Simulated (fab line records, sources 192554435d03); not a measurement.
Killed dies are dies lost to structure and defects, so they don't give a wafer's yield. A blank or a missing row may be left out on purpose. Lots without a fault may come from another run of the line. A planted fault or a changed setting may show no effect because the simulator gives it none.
fab line records | flow n5_finfet
record lots=6 wafers=17 last_day=19
route steps=1938 shown BEOL_M2@848 BEOL_M4@1111 PASSIVATION@1936
lots that met no fault: from a run of the same line without faults
start_h: hours from the record's first day to the start of the lot's first wafer shown | wait_h: hours since the lot's step before | " the same as in the row above | L1.1+2: a row that stands for several wafers | - no value, or no start given | * or withheld: withheld | < > ~ a bound
route shown NAME@n: a module of which the file shows steps, and the number in the route of the first | usual: mean/standard deviation of fault-free wafers | same: alike in all rows | chamber/n: place in a boat | sites: the reading at each site | _std_site: their standard deviation | _edge_site: outer sites' mean less inner sites' | radius_mm: how far each site lies from the wafer's centre | mask NAME#n: copy n | behind: the tool/chamber that last shaped the wafer | hold: why the lot was held/for how many hours/how that ended | device: the transistor (n, p or np) that didn't switch | end of line: the same wafers' tests at the end of the route | a step without rows: its recipe alone | killed: dies lost to structure and defects at the first sort, not the wafer's yield | map: a wafer's dies, x killed, . not, _ none there
set.NAME: the setting as run; set.NAME@STEP: as run at that earlier step | model.NAME: the simulator's own value behind a step, which no gauge read
lots at some steps of the route; a table a step, a row a wafer
services: from which hour (start_h, from the record's first day; less than 0 if before it) a tool's chamber was out of use, for how many hours, and why
## steps
# step N5_BEOL_M2_COAT_05
# recipe resist=CAR-EUV spin_rpm=1500 resist_thk_nm=30
# step N5_BEOL_M2_EBR_07
# recipe solvent=PGMEA ebr_width_mm=1.5
# step N5_BEOL_M2_SOFTBAKE_06
# recipe temp_c=110 time_s=60 resist=CAR-EUV
# step N5_BEOL_M2_EXPOSE_08
# recipe mask_id=M2 na=0.33 source_shape=dipole sigma_inner=0.369 sigma_outer=0.767 polarization=unpolarized dose_mj=41.25
# step N5_BEOL_M2_PEB_09
# recipe peb_temp_c=100 peb_time_s=60 resist=CAR-EUV
# step N5_BEOL_M2_DEVELOP_10
# recipe develop_time_s=30 developer=TMAH resist=CAR-EUV rinse_liquid=surfactant_rinse dry=air_spin dev_temp_c=23
# step N5_BEOL_M2_CD_MEAS_11
# recipe target_cd_nm=16.79 landing_energy_ev=500 detector=se_inlens polarity=opening
# usual cd_nm=16.79/0.25
# same landing_energy_ev=500
# columns lot.wafer tool chamber start_h wait_h cd_nm
L527.3 cd_sem-01 0 161.50 - 16.67
L527.4 " 0 " " 16.87
L530.2 cd_sem-03 0 167.06 - 16.34
L530.3 " 0 " " 16.39
L530.4 " 0 " " 16.55
L537.1 cd_sem-02 0 210.52 - 17.26
L537.3 " 0 " " 16.48
L537.4 " 0 " " 17.09
L536.2 cd_sem-01 0 218.89 - 16.96
L536.4 " 0 " " 16.60
L536.6 " 0 " " 17.00
L546.2 cd_sem-01 0 277.24 - 16.74
L546.5 " 0 " " 16.91
L546.6 " 0 " " 16.74
L547.2 cd_sem-01 0 284.49 - 16.52
L547.4 " 0 " " 16.74
L547.5 " 0 " " 16.66
# step N5_BEOL_M2_OVL_MEAS_12
# recipe points_per_wafer=522
# usual M2_OVL=-0.2/0.64
# columns lot.wafer tool chamber start_h wait_h M2_OVL[nm]
L527.3 overlay-02 0 161.54 0.0 -0.1
L527.4 " 0 " " -0.6
L530.2 overlay-01 0 167.10 0.0 0.4
L530.3 " 0 " " -1.2
L530.4 " 0 " " -0.5
L537.1 overlay-02 0 210.55 0.0 1.1
L537.3 " 0 " " 0.6
L537.4 " 0 " " -0.4
L536.2 overlay-02 0 218.92 0.0 0.4
L536.4 " 0 " " 0.8
L536.6 " 0 " " -0.5
L546.2 overlay-01 0 277.27 0.0 0.0
L546.5 " 0 " " -0.3
L546.6 " 0 " " -0.4
L547.2 overlay-01 0 284.53 0.0 -0.5
L547.4 " 0 " " 0.7
L547.5 " 0 " " 0.3
# step N5_BEOL_M2_INSPECT_13
# recipe mode=adi inspect_instrument=brightfield
# usual raw_defect_count=455/98
# columns lot.wafer tool chamber start_h wait_h raw_defect_count
L527.3 defect_inspect-01 - 161.59 0.0 454
L527.4 " - " " 430
L530.2 defect_inspect-01 - 167.15 0.0 444
L530.3 " - " " 540
L530.4 " - " " 606
L537.1 defect_inspect-02 - 210.61 0.1 430
L537.3 " - " " 431
L537.4 " - " " 334
L536.2 defect_inspect-02 - 218.98 0.0 384
L536.4 " - " " 436
L536.6 " - " " 345
L546.2 defect_inspect-02 - 277.32 0.0 648
L546.5 " - " " 662
L546.6 " - " " 604
L547.2 defect_inspect-02 - 284.58 0.0 453
L547.4 " - " " 380
L547.5 " - " " 483
# step N5_BEOL_M2_DESCUM_16
# recipe chemistry=O2 time_s=7 source_power_w=50 bias_power_w=20 pressure_mtorr=20 rf_frequency_hz=2.712e+07 temp_c=40 resist=CAR-EUV o2_flow_sccm=225
# usual drypump_motor_current_A=5.7/0.43 oes_product_au=0.79/0.096 rf_fwd_power_W=49.41/0.28 rf_vpp_V=243.5/1.1 showerhead_plenum_p_Torr=2.11/0.047 throttle_valve_pct=20.44/0.22
# columns lot.wafer tool chamber start_h wait_h drypump_motor_current_A oes_product_au rf_fwd_power_W rf_hours_counter_h rf_vpp_V showerhead_plenum_p_Torr throttle_valve_pct
L527.3 rie_diel-06 0 161.69 0.1 5.8 0.90 48.87 29 244.2 2.13 20.38
L527.4 " 3 " " 5.8 0.72 49.52 171 241.6 2.10 20.59
L530.2 rie_diel-02 0 167.30 0.2 5.2 0.69 49.79 223 244.5 2.16 20.82
L530.3 " 1 " " 5.0 0.70 49.58 222 242.7 2.07 20.52
L530.4 " 2 " " 5.8 0.87 49.59 41 243.5 2.13 20.37
L537.1 rie_diel-06 2 210.68 0.1 6.3 0.70 48.85 213 243.9 2.06 20.44
L537.3 " 3 " " 5.8 0.72 49.64 185 242.0 2.09 20.60
L537.4 " 1 " " 5.8 0.84 49.08 47 245.0 2.11 19.99
L536.2 rie_diel-06 1 219.07 0.1 5.7 0.84 49.32 50 244.1 2.11 20.02
L536.4 " 2 " " 6.3 0.71 49.28 215 242.9 2.06 20.45
L536.6 " 0 " " 5.8 0.88 49.14 - 245.1 2.12 20.40
L546.2 rie_diel-05 3 277.36 0.0 5.3 0.83 48.89 64 244.3 2.11 20.25
L546.5 " 3 " " 5.3 0.83 48.93 - 244.4 2.11 20.25
L546.6 " 0 " " 6.3 0.69 49.45 - 243.2 2.09 20.84
L547.2 rie_diel-05 1 284.62 0.0 5.4 0.71 49.45 209 242.6 2.06 20.66
L547.4 " 0 " " 6.2 0.69 49.41 - 243.1 2.09 20.86
L547.5 " 3 " " 5.3 0.83 49.10 - 245.6 2.11 20.27
# step N5_BEOL_M2_ETCH_74
# recipe chemistry=N2/H2 target=underlayer target_depth_a=65 mask_material=CAR-EUV time_s=5.2 ion_energy_ev=200 pressure_mtorr=30 source_w=840 bias_w=150 n2_flow_sccm=200 h2_flow_sccm=200 ends=cleared
# usual drypump_motor_current_A=5.7/0.43 etch_rf_on_time_s=5.21/0.11 h2_flow_sccm=200.0/0.58 oes_product_au=0.67/0.08 rf_fwd_power_W=819.1/2.7 rf_vpp_V=524.8/2.2 showerhead_plenum_p_Torr=2.57/0.057 throttle_valve_pct=17.85/0.18
# columns lot.wafer tool chamber start_h wait_h drypump_motor_current_A etch_rf_on_time_s h2_flow_sccm oes_product_au rf_fwd_power_W rf_hours_counter_h rf_vpp_V showerhead_plenum_p_Torr throttle_valve_pct
L527.3 rie_diel-06 0 161.73 0.0 5.8 5.16 200.3 0.76 821.4 29 524.5 2.58 17.84
L527.4 " 3 " " 5.8 5.27 199.8 0.62 817.9 171 522.3 2.51 17.79
L530.2 rie_diel-02 0 167.34 0.0 5.2 5.15 200.1 0.61 819.1 223 526.1 2.61 18.14
L530.3 " 1 " " 5.0 5.40 199.1 0.57 817.5 222 521.7 2.50 17.89
L530.4 " 2 " " 5.8 5.21 199.1 0.72 815.3 41 525.2 2.58 17.80
L537.1 rie_diel-06 2 210.72 0.0 6.3 5.22 199.4 0.60 822.6 213 523.8 2.51 17.90
L537.3 " 3 " " 5.8 5.22 199.2 0.62 813.4 185 523.7 2.51 17.82
L537.4 " 1 " " 5.8 5.15 200.3 0.72 818.1 47 526.4 2.61 17.75
L536.2 rie_diel-06 1 219.11 0.0 5.7 5.16 200.4 0.71 820.9 50 524.2 2.61 17.74
L536.4 " 2 " " 6.3 5.23 199.6 0.59 818.7 215 522.6 2.51 17.88
L536.6 " 0 " " 5.8 5.16 200.1 0.74 821.3 - 523.7 2.57 17.86
L546.2 rie_diel-05 3 277.39 0.0 5.4 5.05 199.2 0.70 821.8 64 523.9 2.59 17.91
L546.5 " 3 " " 5.3 5.07 200.9 0.72 820.0 - 523.1 2.59 17.89
L546.6 " 0 " " 6.2 5.30 200.2 0.58 821.4 - 522.1 2.51 18.08
L547.2 rie_diel-05 1 284.65 0.0 5.4 5.25 200.4 0.61 821.9 209 522.6 2.52 18.15
L547.4 " 0 " " 6.3 5.33 198.7 0.59 815.4 - 523.7 2.51 18.09
L547.5 " 3 " " 5.3 5.10 200.3 0.72 820.8 - 528.2 2.59 17.90
# step N5_BEOL_M2_ETCH_63
# recipe chemistry=CF4 target=SiARC target_depth_a=156 mask_material=CAR-EUV time_s=26 ion_energy_ev=80 pressure_mtorr=40 source_w=545 bias_w=36 Ar_flow_sccm=100 cf4_flow_sccm=100 ends=cleared
# usual drypump_motor_current_A=5.7/0.43 etch_rf_on_time_s=26.0/0.64 oes_product_au=0.67/0.082 rf_fwd_power_W=533.0/2.3 rf_vpp_V=184.2/1 showerhead_plenum_p_Torr=2.16/0.047 throttle_valve_pct=15.62/0.19
# columns lot.wafer tool chamber start_h wait_h drypump_motor_current_A etch_rf_on_time_s oes_product_au rf_fwd_power_W rf_hours_counter_h rf_vpp_V showerhead_plenum_p_Torr throttle_valve_pct
L527.3 rie_diel-06 0 161.74 0.0 5.8 26.1 0.76 530.6 29 184.4 2.18 15.47
L527.4 " 3 " " 5.9 26.1 0.63 537.7 171 184.5 2.12 15.65
L530.2 rie_diel-02 0 167.35 0.0 5.2 26.2 0.60 537.4 223 184.9 2.20 15.96
L530.3 " 1 " " 5.0 27.0 0.59 532.3 222 184.3 2.11 15.68
L530.4 " 2 " " 5.8 26.0 0.74 533.7 41 185.1 2.18 15.51
L537.1 rie_diel-06 2 210.73 0.0 6.3 26.6 0.59 531.4 213 183.9 2.13 15.80
L537.3 " 3 " " 5.8 25.8 0.63 534.0 185 182.0 2.12 15.69
L537.4 " 1 " " 5.7 25.6 0.73 528.5 47 183.4 2.19 15.40
L536.2 rie_diel-06 1 219.12 0.0 5.8 25.7 0.72 531.0 50 183.9 2.19 15.43
L536.4 " 2 " " 6.3 26.5 0.58 533.9 215 182.6 2.12 15.82
L536.6 " 0 " " 5.8 25.4 0.75 529.6 - 184.1 2.17 15.52
L546.2 rie_diel-05 3 277.41 0.0 5.3 25.2 0.72 530.1 64 184.9 2.16 15.40
L546.5 " 3 " " 5.3 25.0 0.71 532.4 - 184.0 2.16 15.40
L546.6 " 0 " " 6.2 26.6 0.59 531.5 - 182.8 2.12 15.86
L547.2 rie_diel-05 1 284.67 0.0 5.4 26.3 0.60 531.0 209 183.9 2.11 15.91
L547.4 " 0 " " 6.2 26.7 0.58 532.5 - 183.9 2.12 15.84
L547.5 " 3 " " 5.3 25.1 0.71 531.6 - 184.7 2.16 15.40
# step N5_BEOL_M2_ETCH_64
# recipe chemistry=N2/H2 target=SOC target_depth_a=750 overetch_a=225 mask_material=SiARC temp_c=40 time_s=121.9 ion_energy_ev=200 pressure_mtorr=30 source_w=840 bias_w=150 n2_flow_sccm=200 h2_flow_sccm=200
# usual drypump_motor_current_A=5.7/0.43 h2_flow_sccm=200.0/0.6 oes_product_au=0.60/0.066 rf_fwd_power_W=836.9/2.5 rf_vpp_V=524.7/1.8 showerhead_plenum_p_Torr=2.57/0.057 throttle_valve_pct=17.81/0.18
# columns lot.wafer tool chamber start_h wait_h drypump_motor_current_A h2_flow_sccm oes_product_au rf_fwd_power_W rf_hours_counter_h rf_vpp_V showerhead_plenum_p_Torr throttle_valve_pct model.BEOL_M2.cd_offset_nm model.SiARC_of_BEOL_M2_COAT_62.thk_nm
L527.3 rie_diel-06 0 161.77 0.0 5.8 199.8 0.68 839.2 29 526.2 2.58 17.78 0 6.2
L527.4 " 3 " " 5.9 200.3 0.56 840.8 171 525.1 2.51 17.75 -0.4 6.6
L530.2 rie_diel-02 0 167.38 0.0 5.2 199.6 0.54 837.4 223 524.9 2.61 18.11 0 6.4
L530.3 " 1 " " 5.0 199.9 0.53 838.8 222 523.2 2.50 17.86 -0.2 6.4
L530.4 " 2 " " 5.8 200.7 0.65 837.3 41 524.2 2.58 17.74 0.2 6.4
L537.1 rie_diel-06 2 210.76 0.0 6.3 200.3 0.54 838.5 213 523.6 2.51 17.85 0 6.2
L537.3 " 3 " " 5.8 199.7 0.55 836.9 185 522.2 2.51 17.78 -0.2 6.4
L537.4 " 1 " " 5.8 199.2 0.64 1038.5 47 488.7 2.61 17.71 0.2 5.6
L536.2 rie_diel-06 1 219.15 0.0 5.7 200.2 0.64 1038.9 50 489.1 2.61 17.72 0.4 5.6
L536.4 " 2 " " 6.3 199.1 0.53 831.8 215 523.7 2.51 17.86 -0.2 6.2
L536.6 " 0 " " 5.8 199.0 0.66 839.6 - 524.9 2.57 17.82 0 6.2
L546.2 rie_diel-05 3 277.44 0.0 5.3 200.2 0.62 835.0 64 524.1 2.59 17.85 0.6 6.2
L546.5 " 3 " " 5.3 199.7 0.63 837.5 - 524.7 2.59 17.87 0.4 6.2
L546.6 " 0 " " 6.2 200.1 0.53 837.9 - 523.5 2.51 18.02 0 6.4
L547.2 rie_diel-05 1 284.70 0.0 5.4 199.8 0.54 837.7 209 522.8 2.52 18.10 0 6.4
L547.4 " 0 " " 6.2 200.7 0.53 840.9 - 522.4 2.51 18.03 0 6.4
L547.5 " 3 " " 5.3 200.7 0.62 836.0 - 524.7 2.59 17.85 0.2 6.2
# step N5_BEOL_M2_STRIP_65
# recipe chemistry=N2/H2 temp_c=40 n2_flow_sccm=200 h2_flow_sccm=200 rf_frequency_hz=6e+07
# step N5_BEOL_M2_STRIP_75
# recipe chemistry=N2/H2 temp_c=40 n2_flow_sccm=200 h2_flow_sccm=200 rf_frequency_hz=6e+07
# step N5_BEOL_M2_STRIP_66
# recipe chemistry=CF4 resist=SiARC power_w=300 bias_power_w=75 pressure_mtorr=50 cf4_flow_sccm=150 rf_frequency_hz=6e+07
# usual drypump_motor_current_A=5.7/0.43 oes_product_au=0.78/0.085 rf_fwd_power_W=292.6/0.88 rf_vpp_V=271.7/1.2 showerhead_plenum_p_Torr=1.81/0.044 throttle_valve_pct=13.61/0.21
# columns lot.wafer tool chamber start_h wait_h drypump_motor_current_A oes_product_au rf_fwd_power_W rf_hours_counter_h rf_vpp_V showerhead_plenum_p_Torr throttle_valve_pct
L527.3 rie_diel-06 0 161.90 0.0 5.8 0.89 293.7 29 272.8 1.83 13.43
L527.4 " 3 " " 5.8 0.74 292.5 171 271.1 1.78 13.65
L530.2 rie_diel-02 0 167.51 0.0 5.1 0.69 292.1 223 270.7 1.85 14.00
L530.3 " 1 " " 5.0 0.70 292.8 222 271.3 1.76 13.64
L530.4 " 2 " " 5.8 0.85 293.5 41 273.8 1.83 13.46
L537.1 rie_diel-06 2 210.89 0.0 6.3 0.70 292.2 213 272.3 1.79 13.82
L537.3 " 3 " " 5.8 0.72 292.0 185 271.1 1.77 13.67
L537.4 " 1 " " 5.7 0.83 291.8 47 270.6 1.84 13.39
L536.2 rie_diel-06 1 219.28 0.0 5.8 0.83 293.1 50 271.7 1.83 13.41
L536.4 " 2 " " 6.3 0.70 294.0 215 271.2 1.79 13.83
L536.6 " 0 " " 5.8 0.86 292.5 - 271.7 1.83 13.48
L546.2 rie_diel-05 3 277.57 0.0 5.3 0.81 290.5 64 272.1 1.81 13.32
L546.5 " 3 " " 5.3 0.82 290.8 - 271.2 1.81 13.35
L546.6 " 0 " " 6.2 0.69 294.1 - 271.4 1.77 13.83
L547.2 rie_diel-05 1 284.83 0.0 5.4 0.70 292.4 209 270.6 1.78 13.93
L547.4 " 0 " " 6.2 0.69 293.3 - 270.3 1.77 13.85
L547.5 " 3 " " 5.3 0.81 292.8 - 271.8 1.81 13.35
# step N5_BEOL_M2_HM_OPEN_17
# recipe chemistry=Cl2/BCl3 target_depth_a=200 overetch_a=60 target=TiN mask_material=SOC ion_energy_ev=150 pressure_mtorr=10 icp_w=1000 bias_w=126 Cl2_flow_sccm=53.25 bcl3_flow_sccm=21.75 Ar_flow_sccm=25
# usual drypump_motor_current_A=5.71/0.29 oes_product_au=0.61/0.091 rf_fwd_power_W=992/3.6 throttle_valve_pct=22.23/0.12
# columns lot.wafer tool chamber start_h wait_h drypump_motor_current_A oes_product_au rf_fwd_power_W rf_hours_counter_h throttle_valve_pct model.BEOL_M2.cd_offset_nm
L527.3 rie_metal-03 0 161.97 0.1 6.40 0.61 997 - 22.21 0
L527.4 " 1 " " 5.98 0.66 992 - 22.08 -0.6
L530.2 rie_metal-01 1 167.55 0.0 5.70 0.56 990 98 22.14 0
L530.3 " 0 " " 5.54 0.52 992 - 22.41 -0.2
L530.4 " 1 " " 5.67 0.55 994 - 22.15 0
L537.1 rie_metal-01 1 210.93 0.0 5.67 0.56 990 102 22.13 0
L537.3 " 1 " " 5.67 0.56 989 - 22.12 -0.2
L537.4 " 1 " " 5.67 0.55 992 - 22.13 0.2
L536.2 rie_metal-02 0 219.32 0.0 5.65 0.55 988 108 22.42 0.4
L536.4 " 1 " " 5.23 0.59 993 - 22.36 0
L536.6 " 1 " " 5.24 0.59 993 - 22.39 0.2
L546.2 rie_metal-01 1 277.62 0.0 5.67 0.55 989 107 22.15 0.6
L546.5 " 0 " " 5.53 0.80 986 - 22.23 0.4
L546.6 " 1 " " 5.69 0.55 996 - 22.14 0
L547.2 rie_metal-03 1 284.87 0.0 6.00 0.63 992 49 22.10 0
L547.4 " 1 " " 5.99 0.64 994 - 22.09 -0.2
L547.5 " 1 " " 6.00 0.64 992 - 22.10 0.2
# step N5_BEOL_M2_STRIP_19
# recipe chemistry=O2 power_w=400 temp_c=40 pressure_mtorr=30 rf_frequency_hz=6e+07 bias_power_w=0 overash_fraction=0.2 o2_flow_sccm=225
# usual drypump_motor_current_A=5.7/0.38 oes_product_au=0.78/0.087 rf_vpp_V=3.6/0.52 showerhead_plenum_p_Torr=2.11/0.034 throttle_valve_pct=16.70/0.24
# columns lot.wafer tool chamber start_h wait_h drypump_motor_current_A oes_product_au rf_hours_counter_h rf_vpp_V showerhead_plenum_p_Torr throttle_valve_pct
L527.3 rie_diel-06 1 162.06 0.1 5.7 0.85 34 3.7 2.12 16.25
L527.4 " 2 " " 6.3 0.72 199 3.2 2.07 16.72
L530.2 rie_diel-05 1 167.67 0.1 5.4 0.74 169 2.8 2.08 16.87
L530.3 " 3 " " 5.3 0.89 27 3.6 2.13 16.40
L530.4 " 0 " " 6.2 0.72 166 3.6 2.11 17.01
L537.1 rie_diel-05 1 211.13 0.2 5.4 0.74 181 3.2 2.08 16.91
L537.3 " 2 " " 5.5 0.67 227 3.1 2.08 16.77
L537.4 " 0 " " 6.2 0.71 180 3.7 2.11 17.02
L536.2 rie_diel-02 3 219.43 0.1 6.3 0.92 29 3.1 2.22 16.53
L536.4 " 3 " " 6.4 0.91 - 3.2 2.22 16.54
L536.6 " 0 " " 5.2 0.68 - 3.6 2.16 17.09
L546.2 rie_diel-05 0 277.73 0.1 6.2 0.70 204 2.9 2.10 17.04
L546.5 " 0 " " 6.3 0.69 - 2.8 2.10 17.05
L546.6 " 3 " " 5.3 0.84 - 3.4 2.12 16.48
L547.2 rie_diel-05 3 284.98 0.1 5.3 0.84 67 3.3 2.11 16.47
L547.4 " 3 " " 5.4 0.83 - 4.4 2.11 16.49
L547.5 " 0 " " 6.2 0.69 - 4.8 2.10 17.06
# step N5_BEOL_M4_RC_MEAS_101
# usual DIBL_N=36.0/1.6 DIBL_P=35.8/2 IOFF_N=0.152/0.03 IOFF_P=0.20/0.031 ION_N=670/12 ION_P=459/7.4 SS_N=71.5/0.56 SS_P=73.2/0.64 VT_N=251/3.5 VT_P=-252/3.3
# columns lot.wafer tool chamber start_h wait_h DIBL_N[mV/V] DIBL_P[mV/V] IOFF_N[nA/um] IOFF_P[nA/um] ION_N[uA/um] ION_P[uA/um] SS_N[mV/dec] SS_P[mV/dec] VT_N[mV] VT_P[mV]
L527.3 prober-01 0 214.96 0.3 36.2 36.7 0.183 0.22 682 460 71.4 74.0 245 -252
L527.4 " 0 " " 36.0 36.4 0.176 0.21 681 462 71.8 73.7 248 -251
L530.2 prober-02 0 239.00 0.2 36.8 36.3 0.168 0.19 676 456 71.7 72.9 250 -253
L530.3 " 0 " " 37.7 38.8 0.193 0.23 682 463 72.0 74.0 248 -253
L530.4 " 0 " " 36.4 36.6 0.169 0.20 684 463 71.2 73.4 249 -254
L537.1 prober-02 0 262.11 0.0 35.1 35.8 0.133 0.18 669 455 71.4 72.8 252 -254
L537.3 " 0 " " 38.1 39.6 0.190 0.22 668 454 72.8 73.3 247 -250
L537.4 " 0 " " 37.1 39.3 0.179 0.23 684 470 71.6 72.8 247 -251
L536.2 prober-02 0 281.19 0.2 39.2 37.8 0.193 0.21 684 460 72.1 74.2 245 -252
L536.4 " 0 " " 37.3 35.9 0.163 0.19 669 457 72.5 73.2 246 -254
L536.6 " 0 " " 35.6 33.4 0.132 0.15 662 447 71.0 71.9 252 -255
L546.2 prober-01 0 342.92 0.2 34.5 35.1 0.144 0.21 666 463 71.2 73.4 252 -252
L546.5 " 0 " " 34.5 33.8 0.140 0.19 667 457 71.4 72.7 251 -250
L546.6 " 0 " " 33.8 33.5 0.125 0.19 664 461 71.3 72.7 253 -250
L547.2 prober-02 0 347.50 0.2 35.4 35.4 0.139 0.17 673 456 71.5 73.4 251 -254
L547.4 " 0 " " 36.3 36.9 0.164 0.20 669 458 72.8 73.4 249 -254
L547.5 " 0 " " 34.5 35.0 0.131 0.18 656 457 71.9 72.6 251 -253
# step N5_PASSIVATION_PROBE_49
# usual defect_limited_yield=91.6/1.4 killed_at_M0_to_M3=33/10 killed_at_M4_up=13/5.3 killed_at_contacts=13/5.9 killed_at_front_end=36/12 killed_at_other=4/3.1 killed_dies=99/16 killed_open=65/13 killed_short=32/7.3 sort_bin_5_function=4.9/0.9 sort_bin_6_memory=3.1/0.66 sort_n_pass=1081/17 sort_yield_pct=91.6/1.4
# same gross_dies=1180 killed_at_back_side=0 sort_bin_4_leakage[%]=0 sort_bin_8_speed[%]=0
# columns lot.wafer tool chamber start_h wait_h defect_limited_yield[%] killed_at_M0_to_M3 killed_at_M4_up killed_at_contacts killed_at_front_end killed_at_other killed_dies killed_open killed_short sort_bin_5_function[%] sort_bin_6_memory[%] sort_n_pass sort_yield_pct[%]
L536.2 prober-02 - 385.25 0.1 94.5 24 7 2 30 2 65 44 20 2.8 2.3 1115 94.5
L536.4 prober-02 - 385.35 0.2 93.3 32 11 5 26 5 79 49 27 4.5 1.9 1101 93.3
L536.6 prober-02 - 385.45 0.3 92.5 22 6 10 44 7 89 54 32 4.4 2.6 1091 92.5
# killed by level:class
L536.2 FIN_SAQP:geometric_particle:short=7 BEOL_M0_SAQP:geometric_particle:short=6 FIN_SAQP:geometric_particle:open=5 STI_FIN_REVEAL:geometric_particle:open=5 DUMMY_GATE:geometric_particle:open=5 BEOL_M0_SAQP:geometric_particle:open=5 BEOL_M2:geometric_particle:open=4 BEOL_M3:geometric_particle:open=4
L536.4 BEOL_M4:geometric_particle:open=10 FIN_SAQP:geometric_particle:short=9 BEOL_M2:geometric_particle:open=7 BEOL_M3:geometric_particle:open=7 BEOL_M0_SAQP:geometric_particle:open=6 FIN_SAQP:geometric_particle:open=5 BEOL_M3:geometric_particle:short=4 DUMMY_GATE:geometric_particle:open=3
L536.6 STI_FIN_REVEAL:geometric_particle:open=9 FIN_SAQP:geometric_particle:open=8 GATE_CUT:geometric_particle:short=6 MOL_CONTACT_COAG:geometric_particle:open=6 BEOL_M0_SAQP:geometric_particle:short=6 FIN_SAQP:geometric_particle:short=5 GATE_CUT:geometric_particle:open=5 BEOL_M0_SAQP:geometric_particle:open=4
## services
# columns tool chamber start_h hours kind
rie_metal-02 0 143.90 12.5 repair
rie_diel-02 0 153.84 5.9 repair
rie_diel-02 1 156.34 5.9 repair
rie_metal-03 1 164.51 4.8 repair
rie_metal-01 - 176.41 1.3 repair
rie_diel-02 0 190.66 4.0 repair
rie_diel-02 2 212.97 7.8 repair
rie_diel-02 0 233.99 1.9 repair
rie_metal-01 - 236.50 1.4 pm
rie_diel-02 0 250.82 - clean
rie_diel-02 0 250.82 - consumable_replace:focus_ring
rie_diel-02 0 250.82 18.0 scheduled_down
rie_diel-02 0 250.82 18.0 vent_cycle
rie_metal-02 1 264.88 4.3 repair
rie_diel-02 1 269.00 - clean
rie_diel-02 1 269.00 - consumable_replace:focus_ring
rie_diel-02 1 269.00 33.2 scheduled_down
rie_diel-02 1 269.00 33.2 vent_cycle
rie_metal-02 - 274.27 0.4 repair
rie_diel-02 2 274.60 2.7 repair
rie_diel-05 2 276.14 - clean
rie_diel-05 2 276.14 - consumable_replace:focus_ring
rie_diel-05 2 276.14 16.3 scheduled_down
rie_diel-05 2 276.14 16.3 vent_cycle
## key
first_sign step=N5_BEOL_M2_ETCH_64 reading=rf_fwd_power_W direction=up sigmas=80 usual=* struck=*
effect step=N5_BEOL_M2_ETCH_64 reading=rf_vpp_V direction=down sigmas=19 usual=524.7 struck=488.9
model_effect step=N5_BEOL_M2_ETCH_64 value=BEOL_M2.cd_offset_nm without=-0.3 struck=0.3
model_effect step=N5_BEOL_M2_HM_OPEN_17 value=BEOL_M2.cd_offset_nm without=-0.3 struck=0.3
met_at N5_BEOL_M2_ETCH_64
struck_wafers L536.2,L537.4
baseline_loss step=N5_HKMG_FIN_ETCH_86 wafers=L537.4
fault kind=process_parameter_drift tool=rie_diel-06 chamber=1 onset_h=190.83 steps=N5_BEOL_M2_ETCH_64 channel=source_w offset=201.6 shape=step end_h=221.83 acts_in=these_recipes_only stated=840
# baseline_loss: these wafers lose ten dies or more at that step, a loss of the line's own and not of a fault; the sort's usual values leave them out
